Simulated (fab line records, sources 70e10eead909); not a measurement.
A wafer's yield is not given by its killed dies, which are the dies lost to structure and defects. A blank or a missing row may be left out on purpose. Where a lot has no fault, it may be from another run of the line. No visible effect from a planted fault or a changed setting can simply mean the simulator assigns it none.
fab line records	flow nandHarc
record lots=6	wafers=18	lastDay=34
route steps=1302 shown A_CHANNEL_HOLE_D1@480 A_CHANNEL_FILL_D1@490 END@1302
lots with no fault: from the same line, run without faults
startH: the number of hours between the record's first day and the start of the first shown wafer of the lot	waitH: how many hours have passed since the lot's step before this one	" repeats the value in the row above	L1.1+2: one row covering several wafers at once	- no value present, or no start provided	* or withheld: withheld	< > ~ a bound
route shown NAME@n: names a module that has steps shown in the file, with the first one's number in the route	usual: average and standard deviation across the fault-free wafers	same: alike in all rows	chamber/n: place in a boat	sites: readings site by site	_std_site: standard deviation of those values	_edge_site: the outer-site mean with the inner-site mean subtracted	radiusMm: how far each site lies from the wafer's centre	mask NAME#n: copy n	behind: tool/chamber where the wafer was last shaped	hold: the reason the lot was held/the length of the hold in hours/how it ended	device: which transistor (n, p or np) failed to switch	end of line: tests of these same wafers at the route's end	a step without rows: its recipe alone	killed: dies lost to structure and defects at the first sort, not the wafer's yield	map: a wafer's dies, x killed, . not, _ none there
set.NAME: setting as actually run; set.NAME@STEP: the setting as run at that earlier step	model.NAME: the simulator's own value behind a step, which no gauge read
lots at some steps of the route; a table a step, a row a wafer
services: from which hour (startH, from the record's first day; less than 0 if before it) a tool's chamber was out of use, for how many hours, and why
## steps
# step NHARC_A_CHANNEL_HOLE_D1_STRIP_41
# recipe n2FlowSccm=150	h2FlowSccm=150	arFlowSccm=0	biasW=0	chemistry=N2/H2
# step NHARC_A_CHANNEL_HOLE_D1_STRIP_42
# recipe cf4FlowSccm=100	chf3FlowSccm=30	arFlowSccm=0	biasW=0	chemistry=CF4/CHF3
# step NHARC_A_CHANNEL_HOLE_D1_STRIP_43
# recipe o2FlowSccm=400	cosFlowSccm=20	arFlowSccm=0	biasW=0	chemistry=O2/COS
# step NHARC_A_CHANNEL_HOLE_D1_ETCH_44
# recipe targetDepthA=1400	overetchA=140	timeS=77	ionEnergyEv=100	cf4FlowSccm=80	o2FlowSccm=20	arFlowSccm=0	rfW=300	biasW=100	chemistry=CF4/O2
# usual drypumpMotorCurrentA=5.4/0.42	oesProductAu=0.999/0.0089	rfVppV=197.4/1.5	showerheadPlenumPTorr=1.32/0.061	throttleValvePct=13.398/0.0084
lot.wafer	tool	chamber	startH	waitH	drypumpMotorCurrentA	oesProductAu	rfHoursCounterH	rfVppV	showerheadPlenumPTorr	throttleValvePct
L860.2	rieDiel-08	1	220.82	0.1	4.9	0.993	2	197.5	1.27	13.398
L860.4	"	3	"	"	6.0	0.997	2	199.3	1.37	13.408
L860.5	"	0	"	"	5.1	0.993	-	198.3	1.38	13.404
L861.2	rieDiel-05	3	241.99	0.2	6.1	1.008	1	198.8	1.36	13.397
L861.3	"	1	"	"	5.8	1.006	2	197.1	1.27	13.425
L861.1	"	2	"	"	6.1	1.011	1	199.3	1.38	13.399
L875.2	rieDiel-08	1	380.87	0.1	4.9	0.999	0	195.8	1.27	13.391
L875.5	"	3	"	"	6.0	1.003	-	199.8	1.37	13.394
L875.6	"	0	"	"	5.1	1.000	-	198.0	1.38	13.404
L876.3	rieDiel-08	1	382.42	0.1	4.9	1.003	0	197.4	1.27	13.393
L876.4	"	2	"	"	5.5	1.008	0	194.8	1.24	13.407
L876.1	"	0	"	"	5.1	1.017	1	199.8	1.38	13.399
L878.2	rieDiel-08	1	403.15	0.1	4.9	0.993	2	194.9	1.26	13.394
L878.1	"	0	"	"	5.1	0.992	2	199.2	1.38	13.378
L878.5	"	1	"	"	4.9	0.992	-	197.0	1.26	13.395
L879.1	rieDiel-08	3	413.38	0.1	6.0	0.992	3	198.4	1.37	13.409
L879.5	"	1	"	"	4.9	0.991	-	198.2	1.26	13.384
L879.6	"	2	"	"	5.5	1.001	-	195.5	1.24	13.406
# step NHARC_A_CHANNEL_HOLE_D1_STRIP_27
# recipe o2FlowSccm=500	arFlowSccm=0	biasW=0	chemistry=O2
# usual drypumpMotorCurrentA=5.4/0.43	oesProductAu=0.997/0.0099	rfVppV=57.5/0.93	showerheadPlenumPTorr=3.48/0.15	throttleValvePct=17.036/0.0094
lot.wafer	tool	chamber	startH	waitH	drypumpMotorCurrentA	oesProductAu	rfHoursCounterH	rfVppV	showerheadPlenumPTorr	throttleValvePct
L860.4	rieDiel-08	2	-	-	5.5	1.008	2	57.8	3.30	17.055
L860.2	"	3	"	"	6.0	0.994	2	58.9	3.63	17.032
L860.5	"	0	"	"	5.2	1.008	-	56.6	3.65	17.031
L861.2	rieDiel-05	2	-	-	6.1	0.992	1	58.8	3.63	17.040
L861.3	"	3	"	"	6.1	0.988	1	59.3	3.60	17.022
L861.1	"	0	"	"	5.6	0.989	1	56.5	3.38	17.051
L875.2	rieDiel-08	3	-	-	6.0	1.007	0	59.1	3.62	17.036
L875.6	"	1	"	"	4.9	0.998	-	57.2	3.35	17.025
L875.5	"	2	"	"	5.6	1.001	-	57.6	3.30	17.051
L876.4	rieDiel-08	3	-	-	6.0	1.005	1	57.6	3.62	17.038
L876.1	"	0	"	"	5.1	1.007	1	59.2	3.64	17.038
L876.3	"	2	"	"	5.6	1.008	1	58.2	3.29	17.022
L878.2	rieDiel-08	1	-	-	4.9	0.997	2	58.1	3.35	17.032
L878.1	"	3	"	"	6.0	0.989	2	58.8	3.62	17.042
L878.5	"	3	"	"	6.0	0.999	-	57.4	3.62	17.034
L879.1	rieDiel-08	3	-	-	6.0	0.975	3	57.5	3.62	17.044
L879.5	"	1	"	"	4.9	0.988	-	57.1	3.35	17.025
L879.6	"	2	"	"	5.6	0.999	-	55.6	3.29	17.055
# step NHARC_A_CHANNEL_HOLE_D1_PRECLEAN_28
# recipe timeS=*	tempC=50	bathAgeMin=0	chemistry=SC1
# step NHARC_A_CHANNEL_HOLE_D1_SRD_29
# step NHARC_A_CHANNEL_HOLE_D1_CD_MEAS_30
# usual cdNm=89.9/1.4
lot.wafer	tool	chamber	startH	waitH	cdNm
L860.2	cdSem-03	-	221.61	-	89.6
L860.4	"	-	"	"	88.0
L860.5	"	-	"	"	88.9
L861.1	cdSem-01	-	242.83	-	89.9
L861.2	"	-	"	"	90.7
L861.3	"	-	"	"	91.7
L875.2	cdSem-03	-	381.66	-	93.8
L875.5	"	-	"	"	90.5
L875.6	"	-	"	"	89.4
L876.1	cdSem-01	-	383.22	-	88.2
L876.3	"	-	"	"	91.8
L876.4	"	-	"	"	89.7
L878.1	cdSem-02	-	404.05	-	88.4
L878.2	"	-	"	"	89.4
L878.5	"	-	"	"	90.2
L879.1	cdSem-03	-	414.17	-	90.0
L879.5	"	-	"	"	91.3
L879.6	"	-	"	"	89.5
# step NHARC_A_CHANNEL_HOLE_D1_XSEM_31
# recipe landingEnergyEv=35000
# usual botCdNm=74.3/1.5	bowNm=8.55/0.22	tiltDeg=0.07/0.033
lot.wafer	tool	chamber	startH	waitH	botCdNm	bowNm	tiltDeg
L860.2	xsem-01	0	221.70	0.1	72.6	8.47	0.06
L860.4	"	0	"	"	70.9	8.44	0.06
L860.5	"	0	"	"	72.0	8.49	0.06
L861.1	xsem-02	0	242.92	0.1	74.5	8.84	0.08
L861.2	"	0	"	"	75.3	8.77	0.08
L861.3	"	0	"	"	76.0	8.83	0.08
L875.2	xsem-02	0	381.75	0.1	78.6	8.44	0.06
L875.5	"	0	"	"	75.6	8.51	0.06
L875.6	"	0	"	"	74.2	8.46	0.06
L876.1	xsem-02	0	383.31	0.1	72.4	8.27	0.07
L876.3	"	0	"	"	77.1	8.29	0.06
L876.4	"	0	"	"	74.3	8.22	0.07
L878.1	xsem-02	0	404.15	0.1	73.5	8.26	0.05
L878.2	"	0	"	"	74.8	8.32	0.05
L878.5	"	0	"	"	75.2	8.40	0.05
L879.1	xsem-02	0	414.26	0.1	74.4	8.74	0.01
L879.5	"	0	"	"	75.8	8.71	0.00
L879.6	"	0	"	"	73.4	8.75	0.00
# step NHARC_A_CHANNEL_HOLE_D1_INSPECT_40
# usual rawDefectCount=71/25
lot.wafer	tool	chamber	startH	waitH	rawDefectCount
L860.2	defectInspect-02	-	221.79	-	75
L860.4	"	-	"	"	127
L860.5	"	-	"	"	92
L861.1	defectInspect-01	-	243.02	-	60
L861.2	"	-	"	"	41
L861.3	"	-	"	"	47
L875.2	defectInspect-02	-	381.85	-	92
L875.5	"	-	"	"	96
L875.6	"	-	"	"	78
L876.1	defectInspect-02	-	383.41	-	59
L876.3	"	-	"	"	75
L876.4	"	-	"	"	52
L878.1	defectInspect-01	-	404.24	-	61
L878.2	"	-	"	"	80
L878.5	"	-	"	"	59
L879.1	defectInspect-02	-	414.36	-	60
L879.5	"	-	"	"	80
L879.6	"	-	"	"	65
# step NHARC_A_CHANNEL_FILL_D1_PRECLEAN_00
# recipe timeS=*	tempC=50	bathAgeMin=0	chemistry=SC1
# step NHARC_A_CHANNEL_FILL_D1_SRD_01
# step NHARC_A_CHANNEL_FILL_D1_ALD_02
# recipe targetThkA=60	pulseTimeS=10	aldCycles=60	tempC=300	material=SiO2
# usual aldCycles=60/0	heaterPowerW=464/41	precursorPulseHeightRel=0.999/0.023
lot.wafer	tool	chamber	startH	waitH	aldCycles	heaterPowerW	precursorPulseHeightRel
L860.2	aldHk-01	2	223.13	1.2	60	394	1.017
L860.4	"	1	"	"	60	379	1.006
L860.5	"	2	"	"	60	395	1.021
L861.3	aldHk-03	3	243.21	-	60	507	1.012
L861.1	"	0	"	"	60	448	0.995
L861.2	"	2	"	"	60	520	1.016
L875.2	aldHk-01	2	382.04	-	68	380	0.960
L875.6	"	2	"	"	68	390	0.958
L875.5	"	3	"	"	68	494	0.987
L876.4	aldHk-01	2	383.61	-	68	386	1.031
L876.3	"	3	"	"	68	490	1.043
L876.1	"	0	"	"	68	490	1.029
L878.2	aldHk-03	1	404.44	-	60	438	1.021
L878.1	"	2	"	"	60	518	1.017
L878.5	"	1	"	"	60	430	0.984
L879.1	aldHk-03	2	414.55	-	60	518	1.003
L879.5	"	2	"	"	60	516	0.983
L879.6	"	3	"	"	60	490	0.957
# step NHARC_A_CHANNEL_FILL_D1_ALD_03
# recipe targetThkA=60	pulseTimeS=60	aldCycles=58	tempC=630	pressureTorr=2	material=SiNx
# usual aldCycles=58/0	precursorPulseHeightRel=0.999/0.022
lot.wafer	tool	chamber	startH	waitH	aldCycles	precursorPulseHeightRel
L860.2	aldSinBatch-01	0	-	-	58	1.024
L860.4	"	0	"	"	58	1.000
L860.5	"	0	"	"	58	0.990
L861.1	aldSinBatch-03	0	-	-	58	0.993
L861.2	"	0	"	"	58	1.018
L861.3	"	0	"	"	58	1.004
L875.2	aldSinBatch-03	0	-	-	58	1.001
L875.5	"	0	"	"	58	1.007
L875.6	"	0	"	"	58	1.017
L876.1	aldSinBatch-03	0	-	-	58	1.027
L876.3	"	0	"	"	58	1.019
L876.4	"	0	"	"	58	1.037
L878.1	aldSinBatch-03	0	-	-	58	1.007
L878.2	"	0	"	"	58	0.980
L878.5	"	0	"	"	58	0.989
L879.1	aldSinBatch-02	0	-	-	58	0.995
L879.5	"	0	"	"	58	0.952
L879.6	"	0	"	"	58	1.013
# step NHARC_END_SORT_01
# recipe tempC=25
# usual killedAtArray=53/21	killedAtOther=1.1/1.5	killedAtPeriphery=3.9/2.7	killedDies=58/21	killedOpen=3.4/1.9	killedShort=2.3/1.5
# same grossDies=677
lot.wafer	tool	chamber	startH	waitH	killedAtArray	killedAtOther	killedAtPeriphery	killedDies	killedOpen	killedShort
L860.2	prober-01	0	594.78	2.8	71	4	1	76	3	3
L860.4	prober-01	0	596.34	3.3	74	0	1	75	3	2
L860.5	prober-01	0	597.12	3.6	66	2	3	71	6	5
L861.1	prober-02	0	620.47	2.5	56	0	9	65	6	1
L861.2	prober-02	0	621.26	2.8	49	0	5	54	5	3
L861.3	prober-02	0	622.06	3.1	45	0	3	48	3	1
L875.2	prober-01	0	765.56	2.8	59	3	7	69	3	0
L875.5	prober-01	0	768.03	3.8	50	5	9	64	1	0
L875.6	prober-01	0	768.85	4.1	57	8	8	73	5	0
L876.1	prober-02	0	767.22	2.5	80	1	2	83	4	2
L876.3	prober-02	0	768.81	3.1	71	1	4	76	6	0
L876.4	prober-02	0	769.60	3.4	83	1	2	86	2	3
L878.1	prober-01	0	772.67	2.5	70	1	6	77	5	5
L878.2	prober-01	0	773.47	2.8	61	4	3	68	2	0
L878.5	prober-01	0	775.88	3.7	61	5	6	72	3	1
L879.1	prober-01	0	810.59	2.5	37	0	4	41	4	1
L879.5	prober-01	0	813.76	3.7	53	2	3	58	6	2
L879.6	prober-01	0	814.55	4.0	34	1	2	37	0	1
# killed by level:class
L860.2 A_CHANNEL_HOLE_D1:chamberFilmFlake=31 A_SLIT:chamberFilmFlake=23 A_CHANNEL_HOLE_D2:chamberFilmFlake=4 THIN_TSV:chamberFilmFlake=4 A_CONTACT:chamberFilmFlake=4 A_STAIRCASE:chamberFilmFlake=2 P_M0:geometricParticle:open=1 A_SOURCE_PLATE:geometricParticle:short=1
L860.4 A_SLIT:chamberFilmFlake=31 A_CHANNEL_HOLE_D1:chamberFilmFlake=24 A_CHANNEL_HOLE_D2:chamberFilmFlake=8 A_STAIRCASE:chamberFilmFlake=4 A_CHANNEL_FILL_D1:geometricParticle:open=2 A_CHANNEL_HOLE_D2:geometricParticle:short=1 A_SGD_CUT:geometricParticle:short=1 A_WL_FILL:geometricParticle:open=1
L860.5 A_SLIT:chamberFilmFlake=26 A_CHANNEL_HOLE_D1:chamberFilmFlake=19 A_CHANNEL_HOLE_D2:chamberFilmFlake=8 A_CHANNEL_FILL_D2:geometricParticle:short=2 A_M1:geometricParticle:open=2 A_STAIRCASE:chamberFilmFlake=2 P_GATE:geometricParticle:open=1 P_M0:geometricParticle:short=1
L861.1 A_SLIT:chamberFilmFlake=32 A_CHANNEL_HOLE_D2:chamberFilmFlake=14 P_BONDPAD:chamberFilmFlake=6 P_GATE:geometricParticle:open=2 A_CHANNEL_HOLE_D1:chamberFilmFlake=2 P_CONTACT:geometricParticle:open=1 A_ONON_D1:geometricParticle:open=1 A_CHANNEL_FILL_D1:geometricParticle:short=1
L861.2 A_SLIT:chamberFilmFlake=25 A_CHANNEL_HOLE_D2:chamberFilmFlake=12 P_M0:geometricParticle:open=2 P_BONDPAD:chamberFilmFlake=2 A_WL_FILL:chamberFilmFlake=2 A_CONTACT:chamberFilmFlake=2 P_CONTACT:geometricParticle:open=1 A_CHANNEL_FILL_D2:geometricParticle:short=1
L861.3 A_SLIT:chamberFilmFlake=23 A_CHANNEL_HOLE_D2:chamberFilmFlake=10 A_CHANNEL_HOLE_D1:chamberFilmFlake=4 A_WL_FILL:chamberFilmFlake=3 A_CONTACT:chamberFilmFlake=2 P_GATE:geometricParticle:open=1 P_CONTACT:geometricParticle:open=1 A_ONON_D1:geometricParticle:open=1
L875.2 A_CHANNEL_HOLE_D1:chamberFilmFlake=35 A_SLIT:chamberFilmFlake=8 P_GATE:chamberFilmFlake=6 A_M1:chamberFilmFlake=6 A_CONTACT:chamberFilmFlake=4 A_ZERO_WELL:chamberFilmFlake=3 THIN_TSV:chamberFilmFlake=3 P_CONTACT:geometricParticle:open=1
L876.1 A_SLIT:chamberFilmFlake=32 A_CHANNEL_HOLE_D2:chamberFilmFlake=24 A_CHANNEL_HOLE_D1:chamberFilmFlake=7 A_M1:chamberFilmFlake=4 A_WL_FILL:chamberFilmFlake=3 A_DECK1_JOINT:chamberFilmFlake=3 A_STAIRCASE:chamberFilmFlake=3 P_GATE:geometricParticle:open=1
L875.5 A_CHANNEL_HOLE_D1:chamberFilmFlake=34 P_GATE:chamberFilmFlake=8 A_M1:chamberFilmFlake=5 THIN_TSV:chamberFilmFlake=5 A_CONTACT:chamberFilmFlake=4 A_SLIT:chamberFilmFlake=3 A_STAIRCASE:chamberFilmFlake=2 A_ONON_D1:geometricParticle:open=1
L876.3 A_SLIT:chamberFilmFlake=28 A_CHANNEL_HOLE_D2:chamberFilmFlake=20 A_CHANNEL_HOLE_D1:chamberFilmFlake=8 P_GATE:chamberFilmFlake=3 A_SGD_CUT:geometricParticle:open=2 A_DECK1_JOINT:chamberFilmFlake=2 A_STAIRCASE:chamberFilmFlake=2 A_WL_FILL:chamberFilmFlake=2
L875.6 A_CHANNEL_HOLE_D1:chamberFilmFlake=31 A_SLIT:chamberFilmFlake=10 THIN_TSV:chamberFilmFlake=8 A_ZERO_WELL:chamberFilmFlake=5 A_CONTACT:chamberFilmFlake=4 A_M1:chamberFilmFlake=4 P_ZERO_WELL:chamberFilmFlake=3 P_GATE:geometricParticle:open=2
L876.4 A_SLIT:chamberFilmFlake=30 A_CHANNEL_HOLE_D2:chamberFilmFlake=26 A_CHANNEL_HOLE_D1:chamberFilmFlake=10 A_M1:chamberFilmFlake=4 A_CONTACT:chamberFilmFlake=3 A_CHANNEL_HOLE_D2:geometricParticle:open=2 A_WL_FILL:chamberFilmFlake=2 A_DECK1_JOINT:geometricParticle:short=1
L878.1 A_SLIT:chamberFilmFlake=22 A_CHANNEL_HOLE_D2:chamberFilmFlake=22 A_CHANNEL_HOLE_D1:chamberFilmFlake=7 P_BONDPAD:chamberFilmFlake=4 A_CONTACT:chamberFilmFlake=4 A_STAIRCASE:chamberFilmFlake=3 A_M0:geometricParticle:open=2 A_CHANNEL_FILL_D1:chamberFilmFlake=2
L878.2 A_SLIT:chamberFilmFlake=22 A_CHANNEL_HOLE_D2:chamberFilmFlake=20 A_CHANNEL_HOLE_D1:chamberFilmFlake=10 A_CONTACT:chamberFilmFlake=4 THIN_TSV:chamberFilmFlake=4 A_STAIRCASE:chamberFilmFlake=3 P_M1:geometricParticle:open=1 A_ONON_D1:geometricParticle:open=1
L878.5 A_SLIT:chamberFilmFlake=18 A_CHANNEL_HOLE_D2:chamberFilmFlake=16 A_CHANNEL_HOLE_D1:chamberFilmFlake=11 A_CONTACT:chamberFilmFlake=10 THIN_TSV:chamberFilmFlake=5 P_BONDPAD:chamberFilmFlake=3 A_STAIRCASE:chamberFilmFlake=2 P_CONTACT:geometricParticle:open=1
L879.1 A_CHANNEL_HOLE_D1:chamberFilmFlake=17 A_SLIT:chamberFilmFlake=7 A_CHANNEL_HOLE_D2:chamberFilmFlake=4 A_WL_FILL:geometricParticle:open=2 P_BONDPAD:chamberFilmFlake=2 A_CONTACT:chamberFilmFlake=2 P_CONTACT:geometricParticle:open=1 A_CHANNEL_FILL_D1:geometricParticle:short=1
L879.5 A_CHANNEL_HOLE_D1:chamberFilmFlake=21 A_CHANNEL_HOLE_D2:chamberFilmFlake=10 A_SLIT:chamberFilmFlake=9 A_CONTACT:chamberFilmFlake=4 A_ONON_D1:geometricParticle:open=2 A_M0:geometricParticle:open=2 A_CHANNEL_FILL_D1:chamberFilmFlake=2 P_GATE:geometricParticle:open=1
L879.6 A_CHANNEL_HOLE_D1:chamberFilmFlake=16 A_SLIT:chamberFilmFlake=5 A_STAIRCASE:chamberFilmFlake=4 A_CHANNEL_HOLE_D2:chamberFilmFlake=3 A_CONTACT:chamberFilmFlake=3 P_STI:chamberFilmFlake=2 A_CHANNEL_FILL_D2:geometricParticle:short=1 A_CHANNEL_FILL_D1:chamberFilmFlake=1
## services
tool	chamber	startH	hours	kind
rieDiel-08	0	199.86	-	clean
rieDiel-08	1	199.86	-	clean
rieDiel-08	2	199.86	-	clean
rieDiel-08	3	199.86	-	clean
aldHk-03	-	212.19	10.0	pm
rieDiel-05	1	223.32	14.4	repair
rieDiel-08	0	224.36	-	clean
rieDiel-08	1	224.36	-	clean
rieDiel-08	2	224.36	-	clean
rieDiel-08	3	224.36	-	clean
rieDiel-05	-	229.60	9.0	pm
rieDiel-08	0	248.86	-	clean
rieDiel-08	1	248.86	-	clean
aldSinBatch-02	-	263.64	10.1	repair
aldSinBatch-03	-	293.10	7.0	repair
aldHk-01	-	296.15	10.0	pm
rieDiel-05	1	315.26	11.2	repair
aldSinBatch-02	-	333.34	4.9	repair
aldHk-01	-	341.46	0.7	repair
rieDiel-05	3	350.47	4.6	repair
rieDiel-08	-	367.86	9.0	pm
xsem-01	-	374.00	14.0	pm
rieDiel-08	2	398.06	5.3	repair
rieDiel-05	-	406.60	9.0	pm
## key
firstSign step=NHARC_A_CHANNEL_FILL_D1_ALD_02	reading=aldCycles	direction=up	sigmas=99+	usual=60	struck=68
effect none on later readings
metAt NHARC_A_CHANNEL_FILL_D1_ALD_02
struckWafers L875.2,L875.5,L875.6,L876.1,L876.3,L876.4
testerLeftOut L875,L876
onsetBetween 223.13 382.04
fault kind=processParameterDrift	tool=aldHk-01	chamber=-	onsetH=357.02	steps=NHARC_A_CHANNEL_FILL_D1_ALD_02	channel=aldCycles	offset=8	shape=step	endH=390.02	actsIn=theseRecipesOnly	stated=60
# testerLeftOut: of these lots the tester's yield and bins aren't shown, on N5 and GAA mostly nor the transistor test; their killed dies are dies lost to structure and defects alone, not to doping, threshold or leakage, so they don't give the yield
